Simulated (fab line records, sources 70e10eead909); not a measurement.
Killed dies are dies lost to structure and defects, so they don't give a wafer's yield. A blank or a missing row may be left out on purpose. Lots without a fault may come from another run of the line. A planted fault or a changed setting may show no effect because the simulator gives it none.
Chamber matching | flow nand_harc | NHARC_A_SGD_CUT_CMP_21 on cmp-03: 4 sister chambers
The step polishes, target thk 148.19 nm. 14 wafers are shown with their chamber, then 7 later ones without.

WAFERS WITH THEIR CHAMBER
wafer  | chamber | motor_current_A (A) | time_to_endpoint_s (s) | slurry_filter_dp_kPa (kPa)
L074.1 | 2       | 11.6                | 47                     | 13.66
L074.3 | 0       | 10.4                | 50                     | 13.28
L074.6 | 2       | 11.2                | 52                     | 13.56
L077.3 | 2       | 11.2                | 46                     | 13.42
L077.4 | 3       | 11.4                | 46                     | 13.63
L077.6 | 0       | 10.4                | 49                     | 13.44
L079.2 | 3       | 11.4                | 47                     | 13.78
L079.3 | 0       | 10.8                | 48                     | 13.63
L079.4 | 2       | 11.4                | 50                     | 13.41
L081.1 | 2       | 11.0                | 50                     | 13.41
L081.3 | 1       | 12.5                | 56                     | 13.49
L081.5 | 3       | 11.5                | 43                     | 13.41
L086.1 | 3       | 11.7                | 47                     | 13.34
L086.3 | 2       | 10.6                | 49                     | 13.38

SIGNATURES (means of the wafers above)
reading              | chamber 0 | chamber 1 | chamber 2 | chamber 3 | scatter within a chamber
motor_current_A      | 10.533    | 12.500    | 11.167    | 11.500    | 0.276
time_to_endpoint_s   | 49.00     | 56.00     | 49.00     | 45.75     | 1.92
slurry_filter_dp_kPa | 13.4500   | 13.4900   | 13.4733   | 13.5400   | 0.157
Rule: a wafer's distance from a chamber is the root of the sum, over the readings, of the square of ((its reading less the chamber's mean) divided by the reading's scatter). The wafer belongs to the nearest chamber; if the next one is less than 2 further off, it can't be placed. The scatter: the root of (the sum of the squares of (reading less its chamber's mean) over the shown wafers, divided by (wafers less chambers)).

WAFERS WITHOUT THEIR CHAMBER
wafer  | motor_current_A (A) | time_to_endpoint_s (s) | slurry_filter_dp_kPa (kPa)
L086.6 | 13.0                | 55                     | 13.41
L090.2 | 10.3                | 51                     | 13.43
L090.5 | 10.6                | 50                     | 13.33
L090.6 | 11.8                | 51                     | 13.62
L094.1 | 10.8                | 51                     | 13.27
L094.2 | 11.9                | 51                     | 13.56
L094.4 | 11.4                | 47                     | 13.71

WHICH CHAMBER EACH WENT THROUGH
wafer  | from the rows above          | in truth
L086.6 | 1                            | 1
L090.2 | can't be placed: 0 or 2      | 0
L090.5 | can't be placed: 0 or 2      | 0
L090.6 | can't be placed: 2 or 3 or 1 | 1
L094.1 | can't be placed: 0 or 2      | 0
L094.2 | can't be placed: 2 or 3 or 1 | 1
L094.4 | can't be placed: 3 or 2      | 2
Placed correctly: 1 of 7. Can't be placed from these rows: 6 (the true chamber is among the candidates in 6). Placed wrongly: 0.
